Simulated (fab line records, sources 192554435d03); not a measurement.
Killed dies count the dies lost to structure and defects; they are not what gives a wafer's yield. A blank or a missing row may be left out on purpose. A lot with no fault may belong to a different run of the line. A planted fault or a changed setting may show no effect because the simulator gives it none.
Split-lot study :: flow n5_finfet :: on a route of 1938 steps: 7 lots, 39 wafers read

SPLIT DETAILS
At N5_MOL_CONTACT_COAG_EXPOSE_37 (exposes mask VD, defocus 0 nm), the setting dose_mj was moved away from the recipe's 62 on 15 of the 39 wafers read, by -7.4% to +4.5%. For the rest of the wafers, this setting stayed at what the recipe calls for.

FROM THE SPLIT TO THE READING: what the file shows between them, 2 steps
- N5_MOL_CONTACT_COAG_PEB_38: peb time 60 s
- N5_MOL_CONTACT_COAG_DEVELOP_39: develop time 30 s

THE READING
cd_nm at N5_MOL_CONTACT_COAG_CD_MEAS_40, given in nm (cd target 25.1 nm). Typical for fault-free wafers on this fab line: 25.08 nm, with standard deviation 0.25 nm.

wafer: L076.1
tool, chamber at the split: euv_scanner-02, 0
dose_mj as run: 62
against the recipe: recipe
cd_nm, nm: 24.80
against lot-mates on the recipe: -

wafer: L076.2
tool, chamber at the split: euv_scanner-02, 0
dose_mj as run: 62
against the recipe: recipe
cd_nm, nm: 25.09
against lot-mates on the recipe: -

wafer: L076.3
tool, chamber at the split: euv_scanner-02, 0
dose_mj as run: 62
against the recipe: recipe
cd_nm, nm: 24.87
against lot-mates on the recipe: -

wafer: L076.4
tool, chamber at the split: euv_scanner-02, 0
dose_mj as run: 62
against the recipe: recipe
cd_nm, nm: 25.11
against lot-mates on the recipe: -

wafer: L076.5
tool, chamber at the split: euv_scanner-02, 0
dose_mj as run: 62
against the recipe: recipe
cd_nm, nm: 25.04
against lot-mates on the recipe: -

wafer: L076.6
tool, chamber at the split: euv_scanner-02, 0
dose_mj as run: 62
against the recipe: recipe
cd_nm, nm: 24.71
against lot-mates on the recipe: -

wafer: L080.1
tool, chamber at the split: euv_scanner-02, 0
dose_mj as run: 60.16
against the recipe: -3.0%
cd_nm, nm: 24.50
against lot-mates on the recipe: -0.61

wafer: L080.2
tool, chamber at the split: euv_scanner-02, 0
dose_mj as run: 62
against the recipe: recipe
cd_nm, nm: 25.40
against lot-mates on the recipe: -

wafer: L080.3
tool, chamber at the split: euv_scanner-02, 0
dose_mj as run: 62
against the recipe: recipe
cd_nm, nm: 24.92
against lot-mates on the recipe: -

wafer: L080.4
tool, chamber at the split: euv_scanner-02, 0
dose_mj as run: 60.16
against the recipe: -3.0%
cd_nm, nm: 24.51
against lot-mates on the recipe: -0.60

wafer: L080.5
tool, chamber at the split: euv_scanner-02, 0
dose_mj as run: 62
against the recipe: recipe
cd_nm, nm: 25.01
against lot-mates on the recipe: -

wafer: L080.6
tool, chamber at the split: euv_scanner-02, 0
dose_mj as run: 60.16
against the recipe: -3.0%
cd_nm, nm: 24.47
against lot-mates on the recipe: -0.64

wafer: L081.1
tool, chamber at the split: euv_scanner-01, 0
dose_mj as run: 57.4
against the recipe: -7.4%
cd_nm, nm: 23.32
against lot-mates on the recipe: -1.53

wafer: L081.2
tool, chamber at the split: euv_scanner-01, 0
dose_mj as run: 62
against the recipe: recipe
cd_nm, nm: 24.64
against lot-mates on the recipe: -

wafer: L081.3
tool, chamber at the split: euv_scanner-01, 0
dose_mj as run: 62
against the recipe: recipe
cd_nm, nm: 24.83
against lot-mates on the recipe: -

wafer: L081.4
tool, chamber at the split: euv_scanner-01, 0
dose_mj as run: 57.4
against the recipe: -7.4%
cd_nm, nm: 23.54
against lot-mates on the recipe: -1.31

wafer: L081.5
tool, chamber at the split: euv_scanner-01, 0
dose_mj as run: 62
against the recipe: recipe
cd_nm, nm: 25.09
against lot-mates on the recipe: -

wafer: L081.6
tool, chamber at the split: euv_scanner-01, 0
dose_mj as run: 57.4
against the recipe: -7.4%
cd_nm, nm: 22.91
against lot-mates on the recipe: -1.94

wafer: L083.1
tool, chamber at the split: euv_scanner-01, 0
dose_mj as run: 58.99
against the recipe: -4.9%
cd_nm, nm: 24.23
against lot-mates on the recipe: -0.97

wafer: L083.2
tool, chamber at the split: euv_scanner-01, 0
dose_mj as run: 62
against the recipe: recipe
cd_nm, nm: 25.27
against lot-mates on the recipe: -

wafer: L083.3
tool, chamber at the split: euv_scanner-01, 0
dose_mj as run: 58.99
against the recipe: -4.9%
cd_nm, nm: 24.16
against lot-mates on the recipe: -1.04

wafer: L083.4
tool, chamber at the split: euv_scanner-01, 0
dose_mj as run: 62
against the recipe: recipe
cd_nm, nm: 25.25
against lot-mates on the recipe: -

wafer: L083.5
tool, chamber at the split: euv_scanner-01, 0
dose_mj as run: 62
against the recipe: recipe
cd_nm, nm: 25.09
against lot-mates on the recipe: -

wafer: L083.6
tool, chamber at the split: euv_scanner-01, 0
dose_mj as run: 58.99
against the recipe: -4.9%
cd_nm, nm: 23.98
against lot-mates on the recipe: -1.22

wafer: L088.1
tool, chamber at the split: euv_scanner-02, 0
dose_mj as run: 62
against the recipe: recipe
cd_nm, nm: 25.25
against lot-mates on the recipe: -

wafer: L088.3
tool, chamber at the split: euv_scanner-02, 0
dose_mj as run: 62
against the recipe: recipe
cd_nm, nm: 25.04
against lot-mates on the recipe: -

wafer: L088.6
tool, chamber at the split: euv_scanner-02, 0
dose_mj as run: 62
against the recipe: recipe
cd_nm, nm: 25.29
against lot-mates on the recipe: -

wafer: L089.1
tool, chamber at the split: euv_scanner-02, 0
dose_mj as run: 57.93
against the recipe: -6.6%
cd_nm, nm: 24.31
against lot-mates on the recipe: -0.97

wafer: L089.2
tool, chamber at the split: euv_scanner-02, 0
dose_mj as run: 62
against the recipe: recipe
cd_nm, nm: 24.95
against lot-mates on the recipe: -

wafer: L089.3
tool, chamber at the split: euv_scanner-02, 0
dose_mj as run: 62
against the recipe: recipe
cd_nm, nm: 25.32
against lot-mates on the recipe: -

wafer: L089.4
tool, chamber at the split: euv_scanner-02, 0
dose_mj as run: 57.93
against the recipe: -6.6%
cd_nm, nm: 24.01
against lot-mates on the recipe: -1.27

wafer: L089.5
tool, chamber at the split: euv_scanner-02, 0
dose_mj as run: 57.93
against the recipe: -6.6%
cd_nm, nm: 24.14
against lot-mates on the recipe: -1.14

wafer: L089.6
tool, chamber at the split: euv_scanner-02, 0
dose_mj as run: 62
against the recipe: recipe
cd_nm, nm: 25.58
against lot-mates on the recipe: -

wafer: L095.1
tool, chamber at the split: euv_scanner-01, 0
dose_mj as run: 64.82
against the recipe: +4.5%
cd_nm, nm: 25.82
against lot-mates on the recipe: +0.77

wafer: L095.2
tool, chamber at the split: euv_scanner-01, 0
dose_mj as run: 62
against the recipe: recipe
cd_nm, nm: 24.65
against lot-mates on the recipe: -

wafer: L095.3
tool, chamber at the split: euv_scanner-01, 0
dose_mj as run: 64.82
against the recipe: +4.5%
cd_nm, nm: 26.09
against lot-mates on the recipe: +1.04

wafer: L095.4
tool, chamber at the split: euv_scanner-01, 0
dose_mj as run: 64.82
against the recipe: +4.5%
cd_nm, nm: 25.93
against lot-mates on the recipe: +0.88

wafer: L095.5
tool, chamber at the split: euv_scanner-01, 0
dose_mj as run: 62
against the recipe: recipe
cd_nm, nm: 25.41
against lot-mates on the recipe: -

wafer: L095.6
tool, chamber at the split: euv_scanner-01, 0
dose_mj as run: 62
against the recipe: recipe
cd_nm, nm: 25.09
against lot-mates on the recipe: -

FIT RESULTS
A straight line over all 39 wafers: cd_nm changes by +0.197 nm for each +1% of dose_mj; r = +0.92; the points scatter about the line by 0.26 nm.
The same after taking each lot's own level away (the mean of its wafers on the recipe; 39 wafers): +0.201 nm for each +1%; r = +0.96; scatter 0.2 nm.
The reading moves by 1.5 nm for the largest change in dose_mj, on that fit.
Measured against the standard deviation above, the lots' own levels, which go from 24.853 to 25.283 nm, span 1.7 times it.
The two slopes are in agreement: the lot-to-lot level therefore moves the slope only a little.
Check: for one of the wafers moved furthest among these (-7.4%), held out of the fit, the line's prediction against its lot-mates is -1.49 nm. It came out at -1.53 nm against them.

THESE WAFERS: OTHER SPLITS
Other splits were also applied to these wafers ahead of the reading. Each is held against what the fit with the lots' levels taken away leaves over:
other split on the same wafers: N5_DUMMY_GATE_ETCH_37 source_w
wafers away from the commonest value: 15
r with cd_nm (lot level and that fit taken away): -0.03

other split on the same wafers: N5_SD_EPI_N_LINER_46 target_thk_a
wafers away from the commonest value: 15
r with cd_nm (lot level and that fit taken away): +0.11

other split on the same wafers: N5_MOL_CONTACT_COAG_IMPLANT_129 energy_kev
wafers away from the commonest value: 9
r with cd_nm (lot level and that fit taken away): +0.25

FILE'S OWN FIT
cd_nm changes by +0.201 nm for each +1% of dose_mj, r = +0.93.
